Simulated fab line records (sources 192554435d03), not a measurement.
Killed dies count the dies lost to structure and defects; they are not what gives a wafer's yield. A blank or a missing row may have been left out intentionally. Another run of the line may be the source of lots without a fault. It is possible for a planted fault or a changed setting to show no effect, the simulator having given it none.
Split-lot experiment | flow n5Finfet | 21 wafers read across 7 lots, on a route 1938 steps long

ON THE SPLIT
At N5_BEOL_M6_TRENCH_ETCH_37 (etches SiCOH lowk in C4F6/O2, target depth 94.435 nm, time 31.5 s), the setting biasW was moved away from the recipe's 185 W on 6 of the 21 wafers read, by -17.3% to +6.9%. This setting was run at the recipe's value on the other wafers.

FROM THE SPLIT TO THE READING: what the file shows between them, 9 steps
- N5_BEOL_M6_ALD_77: deposits TaN, target thk 2 nm, pulse time 2 s, purge time 3 s (also split here: aldCycles)
- N5_BEOL_M6_SURFACE_TREAT_79
- N5_BEOL_M6_CVD_78: deposits Co from CCTBA/H2, target thk 2 nm, time 142.3 s
- N5_BEOL_M6_ECD_50: material Cu, target thk 300 nm
- N5_BEOL_M6_ANNEAL_51: time 90 s
- N5_BEOL_M6_CMP_52: polishes, stops on SiCOH lowk, t overpolish 6.9 s, target thk 80 nm
- N5_BEOL_M6_THK_MEAS_53: measures by xrf
- N5_BEOL_M6_PRE_CLEAN_55: time 15 s
- N5_BEOL_M6_DEP_56: deposits SiCN from 3MS/NH3, target thk 10 nm, time 17.5 s

THE READING
Measured at N5_BEOL_M6_RS_MEAS_57 by four-point probe: M6_RS, in ohm/sq. Typical for fault-free wafers on this fab line: 0.284 ohm/sq, with standard deviation 0.0057 ohm/sq.

wafer  | tool, chamber at the split | biasW as run, W | against the recipe | M6_RS, ohm/sq | against lot-mates on the recipe
L075.3 | rieDiel-04, 0              | 153             | -17.3%             | 0.310         | +0.029
L075.4 | rieDiel-04, 0              | 185             | recipe             | 0.281         | -
L075.6 | rieDiel-04, 3              | 153             | -17.3%             | 0.296         | +0.015
L076.3 | rieDiel-04, 3              | 170.8           | -7.7%              | 0.286         | +0.007
L076.5 | rieDiel-04, 3              | 185             | recipe             | 0.277         | -
L076.6 | rieDiel-04, 2              | 185             | recipe             | 0.281         | -
L077.1 | rieDiel-06, 2              | 185             | recipe             | 0.281         | -
L077.2 | rieDiel-06, 3              | 169.4           | -8.4%              | 0.300         | +0.019
L077.3 | rieDiel-06, 1              | 169.4           | -8.4%              | 0.296         | +0.015
L080.2 | rieDiel-04, 0              | 197.8           | +6.9%              | 0.272         | -0.013
L080.3 | rieDiel-04, 1              | 185             | recipe             | 0.282         | -
L080.5 | rieDiel-04, 2              | 185             | recipe             | 0.288         | -
L081.3 | rieDiel-04, 2              | 185             | recipe             | 0.284         | -
L081.5 | rieDiel-04, 1              | 185             | recipe             | 0.281         | -
L081.6 | rieDiel-04, 0              | 185             | recipe             | 0.288         | -
L083.1 | rieDiel-03, 2              | 185             | recipe             | 0.290         | -
L083.3 | rieDiel-03, 3              | 185             | recipe             | 0.285         | -
L083.4 | rieDiel-03, 1              | 185             | recipe             | 0.283         | -
L093.1 | rieDiel-04, 3              | 185             | recipe             | 0.277         | -
L093.4 | rieDiel-04, 1              | 185             | recipe             | 0.279         | -
L093.5 | rieDiel-04, 3              | 185             | recipe             | 0.277         | -

THE FIT
A straight line over all 21 wafers: M6_RS changes by -0.00128 ohm/sq for each +1% of biasW; r = -0.85; the points scatter about the line by 0.0048 ohm/sq.
The same after taking each lot's own level away (the mean of its wafers on the recipe; 21 wafers): -0.00141 ohm/sq for each +1%; r = -0.92; scatter 0.0038 ohm/sq.
According to that fit, moving biasW by its largest amount changes the reading by 0.024 ohm/sq.
From 0.2777 to 0.2860 ohm/sq: that is the span of the lots' own levels, equal to 1.5 times the standard deviation above.
Hence the lot-to-lot level has little effect on the slope; both slopes agree.
Check: for one of the wafers moved furthest among these (-17.3%), held out of the fit, the line's prediction against its lot-mates is +0.0218 ohm/sq. It came out at +0.029 ohm/sq against them.
Tool readings at the split's step, against how far the setting was moved: rfVppV r = +0.99.

OTHER SPLITS ON THESE WAFERS
Note: prior to the reading, these wafers also went through further splits. Each is held against what the fit with the lots' levels taken away leaves over:
other split on the same wafers | wafers away from the commonest value | r with M6_RS (lot level and that fit taken away)
N5_BEOL_M4_EXPOSE_08 doseMj    | 5                                    | -0.19
N5_BEOL_M5_ETCH_72 biasW       | 5                                    | -0.24
N5_BEOL_M5_COAT_74 spinRpm     | 6                                    | +0.15
N5_BEOL_M6_ALD_77 aldCycles    | 5                                    | -0.29

THE WHOLE CHAIN: every reading that the file lists as answering this split, in the file's order
step                      | what it does                                                        | reading                                                                     | change (the file's fit)               | r (the file's)
N5_BEOL_M6_TRENCH_ETCH_37 | etches SiCOH lowk in C4F6/O2, target depth 94.435 nm, time 31.5 s   | rfVppV                                                                      | +5.33 V for each +1% of the setting   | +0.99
N5_BEOL_M6_TRENCH_ETCH_37 | etches SiCOH lowk in C4F6/O2, target depth 94.435 nm, time 31.5 s   | BEOL_M6.featureDepthNm (the simulator's own value, which no gauge read)     | +0.286 nm for each +1% of the setting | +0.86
N5_BEOL_M6_TRENCH_ETCH_37 | etches SiCOH lowk in C4F6/O2, target depth 94.435 nm, time 31.5 s   | etch.depthNm (the simulator's own value, which no gauge read)               | +0.285 nm for each +1% of the setting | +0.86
N5_BEOL_M6_CMP_52         | polishes, stops on SiCOH lowk, t overpolish 6.9 s, target thk 80 nm | Cu_of_BEOL_M6_ECD_50.thkNm (the simulator's own value, which no gauge read) | +0.326 nm for each +1% of the setting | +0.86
N5_BEOL_M6_THK_MEAS_53    | measures by xrf                                                     | M6_THK                                                                      | +0.324 for each +1% of the setting    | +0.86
N5_BEOL_M6_RS_MEAS_57     | measures by four-point-probe                                        | M6_RS                                                                       | -0.00139 for each +1% of the setting  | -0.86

THE FILE'S OWN FIT
M6_RS changes by -0.00139 ohm/sq for each +1% of biasW, r = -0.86.
